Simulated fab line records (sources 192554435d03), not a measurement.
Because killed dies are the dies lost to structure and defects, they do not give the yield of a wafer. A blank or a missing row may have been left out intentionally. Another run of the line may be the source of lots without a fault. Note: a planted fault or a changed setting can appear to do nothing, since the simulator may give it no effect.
fab line records    flow n5-finfet
record: lots: 7  wafers: 39
route steps=1938 shown DUMMY_GATE@228 SD_EPI_N@267
start-h: the number of hours between the record's first day and the start of the first shown wafer of the lot    wait-h: how many hours have passed since the lot's step before this one    " repeats the value in the row above    L1.1+2: several wafers, shown together as one row    - value missing, or start not given    * or withheld: withheld    < > ~ a bound
route shown NAME@n: names a module that has steps shown in the file, with the first one's number in the route    usual: mean/standard deviation of fault-free wafers    same: alike in all rows    chamber/n: place in a boat    sites: readings site by site    _std_site: how widely they spread, as a standard deviation    _edge_site: inner sites' mean taken away from outer sites' mean    radius-mm: for every site, how far away it sits from the centre of the wafer    mask NAME#n: copy n    behind: tool/chamber where the wafer was last shaped    hold: why the lot went on hold/how many hours it stayed there/how the hold came to an end    device: which transistor (n, p or np) failed to switch    end of line: tests run on the same wafers once the route is complete    where a step has no rows: the recipe by itself    killed: at the first sort, the dies lost to defects and structure; wafer yield is something else    map: a wafer's dies, marking killed ones x, the rest . and places with no die _
set.NAME: the setting as run; set.NAME@STEP: as run at that earlier step    model.NAME: the simulator's own value behind a step, which no gauge read
lots run with intentionally changed settings; tables by step, rows by wafer
== steps ==
step: N5_DUMMY_GATE_EXPOSE_12
recipe: mask-id: GATE  na: 0.33  source-shape: annular  sigma-inner: 0.2  sigma-outer: 0.6  polarization: unpolarized  target-cd-nm: 25  dose-mj: 34
lot.wafer         tool            chamber  start-h  wait-h  mask    set.dose-mj
L076.1+5+6        euv-scanner-01  0        60.23    -       GATE#0  36.6
L076.2+3+4        "               0        "        "       GATE#0  34
L077.1+2+3        euv-scanner-01  0        66.09    -       GATE#0  34
L077.4+5+6        "               0        "        "       GATE#0  36.64
L078.1+2+3+4+5+6  euv-scanner-02  0        74.14    -       GATE#0  34
L081.1+2+3        euv-scanner-02  0        87.86    -       GATE#0  34
L084.1+2+3        euv-scanner-02  0        107.74   -       GATE#0  32.45
L084.4+5+6        "               0        "        "       GATE#0  34
L087.1+4+5        euv-scanner-02  0        128.40   -       GATE#0  34
L087.2+3+6        "               0        "        "       GATE#0  35.92
L092.1+3+6        euv-scanner-01  0        152.38   -       GATE#0  35.65
L092.2+4+5        "               0        "        "       GATE#0  34
step: N5_DUMMY_GATE_PEB_13
recipe: peb-temp-c: 100  peb-time-s: 60  resist: CAR-EUV
step: N5_DUMMY_GATE_DEVELOP_14
recipe: develop-time-s: 30  developer: TMAH  resist: CAR-EUV  rinse-liquid: surfactant-rinse  dry: air-spin  dev-temp-c: 23
step: N5_DUMMY_GATE_CD_MEAS_15
recipe: target-cd-nm: 25.8  landing-energy-ev: 500  detector: se-inlens
usual: cd-nm: 24.94/0.25
lot.wafer  tool       chamber  start-h  wait-h  set.dose-mj@DUMMY_GATE_EXPOSE_12  cd-nm
L076.1     cd-sem-03  0        60.35    -       36.6                              23.76
L076.2     "          0        "        "       34                                25.01
L076.3     "          0        "        "       34                                24.45
L076.4     "          0        "        "       34                                24.86
L076.5     "          0        "        "       36.6                              23.68
L076.6     "          0        "        "       36.6                              24.01
L077.1     cd-sem-02  0        66.22    -       34                                24.95
L077.2     "          0        "        "       34                                25.06
L077.3     "          0        "        "       34                                24.87
L077.4     "          0        "        "       36.64                             23.89
L077.5     "          0        "        "       36.64                             23.06
L077.6     "          0        "        "       36.64                             23.44
L078.1     cd-sem-02  0        74.27    -       34                                24.57
L078.2     "          0        "        "       34                                24.99
L078.3     "          0        "        "       34                                25.01
L078.4     "          0        "        "       34                                24.78
L078.5     "          0        "        "       34                                24.96
L078.6     "          0        "        "       34                                24.84
L081.1     cd-sem-03  0        87.99    -       34                                24.98
L081.2     "          0        "        "       34                                25.40
L081.3     "          0        "        "       34                                25.45
L084.1     cd-sem-03  0        107.87   -       32.45                             25.71
L084.2     "          0        "        "       32.45                             26.17
L084.3     "          0        "        "       32.45                             25.76
L084.4     "          0        "        "       34                                25.25
L084.5     "          0        "        "       34                                25.09
L084.6     "          0        "        "       34                                25.04
L087.1     cd-sem-02  0        128.53   -       34                                24.69
L087.2     "          0        "        "       35.92                             24.57
L087.3     "          0        "        "       35.92                             23.61
L087.4     "          0        "        "       34                                24.65
L087.5     "          0        "        "       34                                24.88
L087.6     "          0        "        "       35.92                             23.84
L092.1     cd-sem-03  0        152.51   -       35.65                             23.93
L092.2     "          0        "        "       34                                25.25
L092.3     "          0        "        "       35.65                             24.06
L092.4     "          0        "        "       34                                24.83
L092.5     "          0        "        "       34                                25.26
L092.6     "          0        "        "       35.65                             24.60
step: N5_DUMMY_GATE_ETCH_37
recipe: chemistry: N2/H2  target: SOC  target-depth-a: 600  overetch-a: 300  temp-c: 40  ion-energy-ev: 200  pressure-mtorr: 30  source-w: 840  bias-w: 150  n2-flow-sccm: 200  h2-flow-sccm: 200
usual: rf-vpp-V: 524.8/1.8
lot.wafer  tool         chamber  start-h  wait-h  set.source-w  rf-vpp-V
L076.1     rie-diel-06  3        60.67    0.0     840           523.9
L076.2     "            2        "        "       955.6         500.9
L076.3     "            1        "        "       955.6         503.8
L076.4     "            0        "        "       840           527.2
L076.5     "            2        "        "       955.6         499.6
L076.6     "            3        "        "       840           526.1
L077.1     rie-diel-06  3        66.49    0.0     840           524.4
L077.2     "            1        "        "       960.1         503.2
L077.3     "            2        "        "       840           522.6
L077.4     "            0        "        "       960.1         504.8
L077.5     "            1        "        "       960.1         503.5
L077.6     "            2        "        "       840           523.6
L078.1     rie-diel-06  3        74.54    0.0     695.4         556.8
L078.2     "            2        "        "       840           523.5
L078.3     "            0        "        "       695.4         561.3
L078.4     "            1        "        "       840           524.5
L078.5     "            2        "        "       840           523.6
L078.6     "            3        "        "       695.4         557.6
L081.1     rie-diel-06  1        88.26    0.0     840           525.1
L081.2     "            3        "        "       840           524.0
L081.3     "            2        "        "       840           523.6
L084.1     rie-diel-05  0        108.15   0.0     840           523.6
L084.2     "            2        "        "       840           525.8
L084.3     "            3        "        "       745           542.1
L084.4     "            1        "        "       745           542.9
L084.5     "            0        "        "       745           547.5
L084.6     "            1        "        "       840           522.3
L087.1     rie-diel-03  1        128.81   0.0     840           527.7
L087.2     "            3        "        "       722           552.0
L087.3     "            2        "        "       840           522.6
L087.4     "            0        "        "       840           522.4
L087.5     "            3        "        "       722           552.9
L087.6     "            0        "        "       722           550.5
L092.1     rie-diel-06  2        152.79   0.0     840           523.4
L092.2     "            1        "        "       931.3         508.6
L092.3     "            3        "        "       931.3         506.3
L092.4     "            0        "        "       840           525.3
L092.5     "            1        "        "       931.3         508.0
L092.6     "            0        "        "       840           527.4
step: N5_DUMMY_GATE_STRIP_38
recipe: chemistry: N2/H2  temp-c: 40  n2-flow-sccm: 200  h2-flow-sccm: 200  rf-frequency-hz: 6e+07
step: N5_DUMMY_GATE_STRIP_39
recipe: chemistry: N2/H2  temp-c: 40  n2-flow-sccm: 200  h2-flow-sccm: 200  rf-frequency-hz: 6e+07
step: N5_DUMMY_GATE_TRIM_49
recipe: chemistry: O2  resist: SOC  time-s: 29  target-cd-nm: 14  source-power-w: 300  bias-power-w: 0  O2_flow_sccm: 100  temp-c: 20
lot.wafer  tool       chamber  start-h  wait-h  set.dose-mj@DUMMY_GATE_EXPOSE_12  model.DUMMY_GATE.cd-nm
L076.1+6   rie-si-02  0        60.76    0.0     36.6                              12.6
L076.2     "          3        "        "       34                                13.6
L076.3+4   "          2,1      "        "       34                                13.8
L076.5     "          3        "        "       36.6                              12.2
L077.1+2   rie-si-06  2,1      66.57    0.0     34                                13.8
L077.3     "          0        "        "       34                                14.2
L077.4     "          3        "        "       36.64                             12.2
L077.5     "          0        "        "       36.64                             12.4
L077.6     "          3        "        "       36.64                             12.6
L078.1+5   rie-si-02  2,0      74.62    0.0     34                                14
L078.2+6   "          3,1      "        "       34                                13.8
L078.3     "          0        "        "       34                                14.4
L078.4     "          1        "        "       34                                13.6
L081.1     rie-si-02  3        88.34    0.0     34                                14.4
L081.2     "          1        "        "       34                                14
L081.3     "          0        "        "       34                                14.8
L084.1+2   rie-si-06  3,1      108.23   0.0     32.45                             15.2
L084.3     "          2        "        "       32.45                             15.6
L084.4     "          0        "        "       34                                14.6
L084.5     "          3        "        "       34                                14.8
L084.6     "          2        "        "       34                                14
L087.1     rie-si-01  1        128.89   0.0     34                                13.8
L087.2+3   "          3,0      "        "       35.92                             13.2
L087.4     "          2        "        "       34                                14.2
L087.5     "          0        "        "       34                                14.4
L087.6     "          3        "        "       35.92                             13
L092.1+6   rie-si-06  1,3      152.87   0.0     35.65                             13.4
L092.2     "          3        "        "       34                                14
L092.3     "          0        "        "       35.65                             13.2
L092.4     "          2        "        "       34                                14.2
L092.5     "          2        "        "       34                                13.8
step: N5_DUMMY_GATE_STRIP_40
recipe: chemistry: CF4  resist: SiARC  power-w: 300  bias-power-w: 75  pressure-mtorr: 50  cf4-flow-sccm: 150  rf-frequency-hz: 6e+07
step: N5_DUMMY_GATE_CD_MEAS_50
recipe: target-cd-nm: 14
usual: cd-nm: 14.0/0.38
lot.wafer  tool       chamber  start-h  wait-h  set.dose-mj@DUMMY_GATE_EXPOSE_12  cd-nm
L076.1     cd-sem-03  -        60.95    0.0     36.6                              12.6
L076.2     "          -        "        "       34                                13.7
L076.3     "          -        "        "       34                                13.5
L076.4     "          -        "        "       34                                13.6
L076.5     "          -        "        "       36.6                              12.3
L076.6     "          -        "        "       36.6                              12.8
L077.1     cd-sem-03  -        66.72    0.0     34                                13.7
L077.2     "          -        "        "       34                                13.4
L077.3     "          -        "        "       34                                14.2
L077.4     "          -        "        "       36.64                             12.4
L077.5     "          -        "        "       36.64                             12.1
L077.6     "          -        "        "       36.64                             12.5
L078.1     cd-sem-01  -        74.77    0.0     34                                14.1
L078.2     "          -        "        "       34                                14.0
L078.3     "          -        "        "       34                                14.5
L078.4     "          -        "        "       34                                13.5
L078.5     "          -        "        "       34                                14.2
L078.6     "          -        "        "       34                                13.5
L081.1     cd-sem-01  -        88.52    0.0     34                                14.0
L081.2     "          -        "        "       34                                14.0
L081.3     "          -        "        "       34                                14.5
L084.1     cd-sem-02  -        108.38   0.0     32.45                             15.4
L084.2     "          -        "        "       32.45                             15.1
L084.3     "          -        "        "       32.45                             15.8
L084.4     "          -        "        "       34                                14.7
L084.5     "          -        "        "       34                                14.5
L084.6     "          -        "        "       34                                14.0
L087.1     cd-sem-02  -        129.04   0.0     34                                14.0
L087.2     "          -        "        "       35.92                             12.8
L087.3     "          -        "        "       35.92                             13.3
L087.4     "          -        "        "       34                                14.1
L087.5     "          -        "        "       34                                14.7
L087.6     "          -        "        "       35.92                             12.9
L092.1     cd-sem-03  -        153.02   0.0     35.65                             13.2
L092.2     "          -        "        "       34                                14.1
L092.3     "          -        "        "       35.65                             13.2
L092.4     "          -        "        "       34                                14.2
L092.5     "          -        "        "       34                                13.9
L092.6     "          -        "        "       35.65                             13.5
step: N5_DUMMY_GATE_ETCH_32
recipe: chemistry: CF4  target: SiO2  target-depth-a: 35  time-s: 3.9  ion-energy-ev: 350  pressure-mtorr: 10  icp-w: 800  bias-w: 400  cf4-flow-sccm: 80
lot.wafer  tool       chamber  start-h  wait-h  set.time-s  model.etch.depth-nm
L076.1+5   rie-si-01  2        61.29    0.1     3.9         3.517
L076.2     "          0        "        "       3.9         3.58
L076.3     "          1        "        "       3.9         3.481
L076.4     "          3        "        "       3.9         3.503
L076.6     "          1        "        "       3.9         3.499
L077.1     rie-si-02  1        67.02    0.1     3.9         3.465
L077.2     "          2        "        "       3.9         3.618
L077.3     "          3        "        "       3.9         3.482
L077.4     "          0        "        "       3.9         3.509
L077.5     "          0        "        "       3.9         3.473
L077.6     "          1        "        "       3.9         3.488
L078.1     rie-si-01  0        75.07    0.1     4.143       3.799
L078.2     "          3        "        "       4.143       3.721
L078.3     "          2        "        "       3.9         3.556
L078.4     "          1        "        "       4.143       3.699
L078.5     "          1        "        "       3.9         3.486
L078.6     "          0        "        "       3.9         3.584
L081.1     rie-si-02  2        88.84    0.1     3.9         3.529
L081.2     "          0        "        "       3.9         3.459
L081.3     "          1        "        "       3.9         3.487
L084.1     rie-si-06  1        108.67   0.1     4.781       4.135
L084.2     "          2        "        "       4.781       4.325
L084.3     "          3        "        "       3.9         3.437
L084.4     "          0        "        "       3.9         3.429
L084.5     "          0        "        "       4.781       4.198
L084.6     "          1        "        "       3.9         3.392
L087.1     rie-si-06  1        129.33   0.1     4.136       3.55
L087.2     "          3        "        "       3.9         3.409
L087.3     "          0        "        "       3.9         3.421
L087.4     "          0        "        "       3.9         3.394
L087.5     "          3        "        "       4.136       3.63
L087.6     "          1        "        "       4.136       3.53
L092.1     rie-si-02  2        153.31   0.1     3.014       2.755
L092.2     "          0        "        "       3.9         3.475
L092.3     "          1        "        "       3.014       2.646
L092.4     "          3        "        "       3.014       2.658
L092.5     "          0        "        "       3.9         3.487
L092.6     "          3        "        "       3.9         3.454
step: N5_DUMMY_GATE_ETCH_23
recipe: chemistry: HBr/Cl2/O2  HBr_flow_sccm: 150  Cl2_flow_sccm: 80  O2_flow_sccm: 12  bias-w: 102  target-depth-a: 410  time-s: 22.3  target: poly-Si  mask-material: SiO2  pressure-mtorr: 10  icp-w: 800
step: N5_DUMMY_GATE_ETCH_44
recipe: chemistry: HBr/O2  over-etch-frac: 0.7  target-depth-a: 1275  stop-on: SiO2  ion-energy-ev: 60  bias-w: 20  target: poly-Si  mask-material: SiO2  pressure-mtorr: 20  icp-w: 400  HBr_flow_sccm: 120  O2_flow_sccm: 10
step: N5_DUMMY_GATE_CD_MEAS_24
recipe: target-cd-nm: 15
usual: cd-nm: 15.0/0.38
lot.wafer  tool       chamber  start-h  wait-h  set.dose-mj@DUMMY_GATE_EXPOSE_12  cd-nm
L076.1     cd-sem-03  -        61.49    0.1     36.6                              13.8
L076.2     "          -        "        "       34                                15.0
L076.3     "          -        "        "       34                                14.7
L076.4     "          -        "        "       34                                14.7
L076.5     "          -        "        "       36.6                              13.0
L076.6     "          -        "        "       36.6                              13.4
L077.1     cd-sem-03  -        67.22    0.1     34                                15.1
L077.2     "          -        "        "       34                                14.7
L077.3     "          -        "        "       34                                15.0
L077.4     "          -        "        "       36.64                             12.8
L077.5     "          -        "        "       36.64                             13.4
L077.6     "          -        "        "       36.64                             13.9
L078.1     cd-sem-02  -        75.27    0.1     34                                15.1
L078.2     "          -        "        "       34                                14.6
L078.3     "          -        "        "       34                                15.5
L078.4     "          -        "        "       34                                14.8
L078.5     "          -        "        "       34                                15.1
L078.6     "          -        "        "       34                                14.7
L081.1     cd-sem-02  -        89.04    0.1     34                                15.3
L081.2     "          -        "        "       34                                14.8
L081.3     "          -        "        "       34                                15.7
L084.1     cd-sem-03  -        108.87   0.1     32.45                             16.4
L084.2     "          -        "        "       32.45                             15.8
L084.3     "          -        "        "       32.45                             16.3
L084.4     "          -        "        "       34                                15.6
L084.5     "          -        "        "       34                                15.7
L084.6     "          -        "        "       34                                15.1
L087.1     cd-sem-02  -        129.53   0.1     34                                15.1
L087.2     "          -        "        "       35.92                             14.4
L087.3     "          -        "        "       35.92                             14.8
L087.4     "          -        "        "       34                                15.2
L087.5     "          -        "        "       34                                15.4
L087.6     "          -        "        "       35.92                             14.1
L092.1     cd-sem-03  -        153.51   0.1     35.65                             14.5
L092.2     "          -        "        "       34                                14.8
L092.3     "          -        "        "       35.65                             14.3
L092.4     "          -        "        "       34                                15.8
L092.5     "          -        "        "       34                                15.4
L092.6     "          -        "        "       35.65                             14.4
step: N5_DUMMY_GATE_ETCH_42
recipe: chemistry: CHF3/O2  target: SiO2  target-depth-a: 35  time-s: 31  ion-energy-ev: 30  bias-w: 12  pressure-mtorr: 30  source-w: 600  Ar_flow_sccm: 200  CHF3_flow_sccm: 50  O2_flow_sccm: 5
lot.wafer   tool         chamber  start-h  wait-h  set.dose-mj@DUMMY_GATE_EXPOSE_12  model.DUMMY_GATE.cd-nm
L076.1      rie-diel-06  0        61.53    0.0     36.6                              13.4
L076.2      "            3        "        "       34                                14.6
L076.3      "            2        "        "       34                                14.4
L076.4      "            1        "        "       34                                14.8
L076.5      "            2        "        "       36.6                              13
L076.6      "            3        "        "       36.6                              13.2
L077.1+3    rie-diel-06  0,1      67.40    0.2     34                                15
L077.2      "            3        "        "       34                                14.8
L077.4      "            2        "        "       36.64                             13
L077.5      "            1        "        "       36.64                             13.2
L077.6      "            0        "        "       36.64                             13.8
L078.1      rie-diel-03  3        75.32    0.0     34                                15.2
L078.2+4+6  "            2,1,3    "        "       34                                14.8
L078.3      "            0        "        "       34                                15.4
L078.5      "            0        "        "       34                                15
L081.1      rie-diel-06  3        89.11    0.1     34                                15.4
L081.2      "            1        "        "       34                                14.8
L081.3      "            0        "        "       34                                15.6
L084.1      rie-diel-06  0        108.92   0.0     32.45                             16.2
L084.2      "            2        "        "       32.45                             15.8
L084.3      "            3        "        "       32.45                             16.4
L084.4+5    "            1,3      "        "       34                                15.6
L084.6      "            0        "        "       34                                15
L087.1+4    rie-diel-06  1,0      129.65   0.1     34                                15.2
L087.2      "            3        "        "       35.92                             14
L087.3      "            0        "        "       35.92                             14.6
L087.5      "            3        "        "       34                                15
L087.6      "            1        "        "       35.92                             14.2
L092.1+6    rie-diel-05  3        153.56   0.0     35.65                             14.6
L092.2      "            2        "        "       34                                14.8
L092.3      "            0        "        "       35.65                             14.4
L092.4      "            1        "        "       34                                15.4
L092.5      "            0        "        "       34                                15
step: N5_SD_EPI_N_EXPOSE_06
recipe: mask-id: SD_N_BLK  na: 1.35  source-shape: conventional  sigma-outer: 0.8  polarization: unpolarized  target-cd-nm: 120  dose-mj: 39.75
lot.wafer         tool             chamber  start-h  wait-h  mask        set.dose-mj
L076.1+2+6        arfi-scanner-01  0        63.05    -       SD_N_BLK#0  39.75
L076.3+4+5        "                0        "        "       SD_N_BLK#0  40.84
L077.1+4+6        arfi-scanner-01  0        68.38    -       SD_N_BLK#0  38.94
L077.2+3+5        "                0        "        "       SD_N_BLK#0  39.75
L078.1+2+3+4+5+6  arfi-scanner-02  0        76.43    -       SD_N_BLK#0  39.75
L081.1+2+3        arfi-scanner-01  0        90.57    -       SD_N_BLK#0  39.75
L084.1+4+6        arfi-scanner-02  0        110.04   -       SD_N_BLK#0  37.08
L084.2+3+5        "                0        "        "       SD_N_BLK#0  39.75
L087.1+3+6        arfi-scanner-01  0        131.18   -       SD_N_BLK#0  38.12
L087.2+4+5        "                0        "        "       SD_N_BLK#0  39.75
L092.1+2+6        arfi-scanner-02  0        155.79   -       SD_N_BLK#0  39.75
L092.3+4+5        "                0        "        "       SD_N_BLK#0  37.7
step: N5_SD_EPI_N_PEB_07
recipe: peb-temp-c: 110  peb-time-s: 60  resist: CAR-ArF-block
step: N5_SD_EPI_N_DEVELOP_08
recipe: develop-time-s: 30  developer: TMAH  resist: CAR-ArF-block  dev-temp-c: 23  rinse-liquid: diw  dry: air-spin
step: N5_SD_EPI_N_CD_MEAS_09
recipe: target-cd-nm: 120  landing-energy-ev: 500  detector: se-inlens
usual: cd-nm: 120.0/0.67
lot.wafer  tool       chamber  start-h  wait-h  set.dose-mj@SD_EPI_N_EXPOSE_06  cd-nm
L076.1     cd-sem-03  0        63.17    -       39.75                           119.6
L076.2     "          0        "        "       39.75                           120.6
L076.3     "          0        "        "       40.84                           122.0
L076.4     "          0        "        "       40.84                           121.2
L076.5     "          0        "        "       40.84                           122.1
L076.6     "          0        "        "       39.75                           119.7
L077.1     cd-sem-03  0        68.51    -       38.94                           117.8
L077.2     "          0        "        "       39.75                           118.8
L077.3     "          0        "        "       39.75                           120.1
L077.4     "          0        "        "       38.94                           118.5
L077.5     "          0        "        "       39.75                           119.3
L077.6     "          0        "        "       38.94                           118.1
L078.1     cd-sem-01  0        76.55    -       39.75                           119.6
L078.2     "          0        "        "       39.75                           120.7
L078.3     "          0        "        "       39.75                           120.5
L078.4     "          0        "        "       39.75                           120.7
L078.5     "          0        "        "       39.75                           120.2
L078.6     "          0        "        "       39.75                           120.7
L081.1     cd-sem-03  0        90.69    -       39.75                           120.3
L081.2     "          0        "        "       39.75                           120.6
L081.3     "          0        "        "       39.75                           120.8
L084.1     cd-sem-02  0        110.16   -       37.08                           114.7
L084.2     "          0        "        "       39.75                           119.2
L084.3     "          0        "        "       39.75                           119.6
L084.4     "          0        "        "       37.08                           114.2
L084.5     "          0        "        "       39.75                           119.1
L084.6     "          0        "        "       37.08                           114.4
L087.1     cd-sem-01  0        131.30   -       38.12                           116.4
L087.2     "          0        "        "       39.75                           118.6
L087.3     "          0        "        "       38.12                           116.5
L087.4     "          0        "        "       39.75                           117.7
L087.5     "          0        "        "       39.75                           118.3
L087.6     "          0        "        "       38.12                           116.5
L092.1     cd-sem-03  0        155.92   -       39.75                           120.3
L092.2     "          0        "        "       39.75                           120.2
L092.3     "          0        "        "       37.7                            117.1
L092.4     "          0        "        "       37.7                            117.4
L092.5     "          0        "        "       37.7                            117.1
L092.6     "          0        "        "       39.75                           120.6
step: N5_SD_EPI_N_DESCUM_14
recipe: chemistry: O2  time-s: 7.9  source-power-w: 50  bias-power-w: 20  pressure-mtorr: 20  rf-frequency-hz: 2.712e+07  temp-c: 40  resist: CAR-ArF-block  o2-flow-sccm: 225
lot.wafer  tool         chamber  start-h  wait-h  set.dose-mj@SD_EPI_N_EXPOSE_06  model.SD_EPI_N.cd-nm
L076.1+6   rie-diel-02  1        63.26    0.0     39.75                           119.4
L076.2     "            2        "        "       39.75                           120.6
L076.3     "            0        "        "       40.84                           121.6
L076.4     "            2        "        "       40.84                           121.4
L076.5     "            0        "        "       40.84                           122
L077.1     rie-diel-04  0        68.67    0.1     38.94                           117.8
L077.2     "            1        "        "       39.75                           119.2
L077.3     "            3        "        "       39.75                           120
L077.4     "            2        "        "       38.94                           118.6
L077.5     "            0        "        "       39.75                           119.4
L077.6     "            3        "        "       38.94                           118.4
L078.1     rie-diel-04  3        76.64    0.0     39.75                           119.8
L078.2+3   "            0,1      "        "       39.75                           120.4
L078.4     "            2        "        "       39.75                           120.8
L078.5     "            1        "        "       39.75                           120.2
L078.6     "            2        "        "       39.75                           120.6
L081.1+2   rie-diel-02  2,1      90.78    0.0     39.75                           120.4
L081.3     "            3        "        "       39.75                           120.2
L084.1     rie-diel-04  2        110.25   0.0     37.08                           114.8
L084.2+5   "            1        "        "       39.75                           119.4
L084.3     "            3        "        "       39.75                           119.6
L084.4     "            0        "        "       37.08                           114
L084.6     "            0        "        "       37.08                           114.6
L087.1     rie-diel-02  1        131.39   0.0     38.12                           116.4
L087.2     "            0        "        "       39.75                           118.4
L087.3+6   "            3,1      "        "       38.12                           116.6
L087.4     "            2        "        "       39.75                           118
L087.5     "            0        "        "       39.75                           118.6
L092.1     rie-diel-04  2        156.01   0.0     39.75                           120.2
L092.2     "            0        "        "       39.75                           119.8
L092.3     "            3        "        "       37.7                            117
L092.4     "            1        "        "       37.7                            117.4
L092.5     "            3        "        "       37.7                            116.8
L092.6     "            0        "        "       39.75                           120.6
step: N5_SD_EPI_N_ETCH_34
recipe: chemistry: CF4  target: SiARC  target-depth-a: 455  mask-material: CAR-ArF-block  time-s: 75.8  ion-energy-ev: 80  pressure-mtorr: 40  source-w: 545  bias-w: 36  Ar_flow_sccm: 100  cf4-flow-sccm: 100  ends: cleared
lot.wafer  tool         chamber  start-h  wait-h  set.dose-mj@SD_EPI_N_EXPOSE_06  model.SD_EPI_N.cd-nm
L076.1     rie-diel-02  1        63.30    0.0     39.75                           119.2
L076.2     "            2        "        "       39.75                           120.2
L076.3     "            0        "        "       40.84                           121.8
L076.4     "            2        "        "       40.84                           121
L076.5     "            0        "        "       40.84                           122.2
L076.6     "            1        "        "       39.75                           119.4
L077.1     rie-diel-04  0        68.71    0.0     38.94                           117.8
L077.2     "            1        "        "       39.75                           119
L077.3     "            3        "        "       39.75                           120.2
L077.4     "            2        "        "       38.94                           118.6
L077.5     "            0        "        "       39.75                           119.4
L077.6     "            3        "        "       38.94                           118.4
L078.1     rie-diel-04  3        76.68    0.0     39.75                           119.6
L078.2+3   "            0,1      "        "       39.75                           120.4
L078.4     "            2        "        "       39.75                           120.8
L078.5     "            1        "        "       39.75                           120
L078.6     "            2        "        "       39.75                           120.6
L081.1+3   rie-diel-02  2,3      90.82    0.0     39.75                           120.2
L081.2     "            1        "        "       39.75                           120.4
L084.1     rie-diel-04  2        110.29   0.0     37.08                           114.6
L084.2+3   "            1,3      "        "       39.75                           119.6
L084.4     "            0        "        "       37.08                           114
L084.5     "            1        "        "       39.75                           119.4
L084.6     "            0        "        "       37.08                           114.4
L087.1     rie-diel-02  1        131.43   0.0     38.12                           116
L087.2     "            0        "        "       39.75                           118.2
L087.3+6   "            3,1      "        "       38.12                           116.4
L087.4     "            2        "        "       39.75                           117.8
L087.5     "            0        "        "       39.75                           118.6
L092.1     rie-diel-04  2        156.04   0.0     39.75                           120
L092.2     "            0        "        "       39.75                           119.6
L092.3     "            3        "        "       37.7                            116.8
L092.4     "            1        "        "       37.7                            117
L092.5     "            3        "        "       37.7                            116.4
L092.6     "            0        "        "       39.75                           120.4
== key ==
split: step: N5_DUMMY_GATE_EXPOSE_12  setting: dose-mj  stated: 34  by: wafer
response: step: N5_DUMMY_GATE_CD_MEAS_15  reading: cd-nm  change: -0.159  per: 1%  r: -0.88
response: step: N5_DUMMY_GATE_TRIM_49  reading: model.DUMMY_GATE.cd-nm  change: -0.177  per: 1%  r: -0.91
response: step: N5_DUMMY_GATE_CD_MEAS_50  reading: cd-nm  change: -0.178  per: 1%  r: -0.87
response: step: N5_DUMMY_GATE_CD_MEAS_24  reading: cd-nm  change: -0.182  per: 1%  r: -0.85
response: step: N5_DUMMY_GATE_ETCH_42  reading: model.DUMMY_GATE.cd-nm  change: -0.174  per: 1%  r: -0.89
split: step: N5_DUMMY_GATE_ETCH_37  setting: source-w  stated: 840  by: wafer
response: step: N5_DUMMY_GATE_ETCH_37  reading: rf-vpp-V  change: -1.78  per: 1%  r: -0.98
split: step: N5_DUMMY_GATE_ETCH_32  setting: time-s  stated: 3.9  by: wafer
response: step: N5_DUMMY_GATE_ETCH_32  reading: model.etch.depth-nm  change: +0.0346  per: 1%  r: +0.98
split: step: N5_SD_EPI_N_EXPOSE_06  setting: dose-mj  stated: 39.75  by: wafer
response: step: N5_SD_EPI_N_CD_MEAS_09  reading: cd-nm  change: +0.637  per: 1%  r: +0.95
response: step: N5_SD_EPI_N_DESCUM_14  reading: model.SD_EPI_N.cd-nm  change: +0.647  per: 1%  r: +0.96
response: step: N5_SD_EPI_N_ETCH_34  reading: model.SD_EPI_N.cd-nm  change: +0.678  per: 1%  r: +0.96
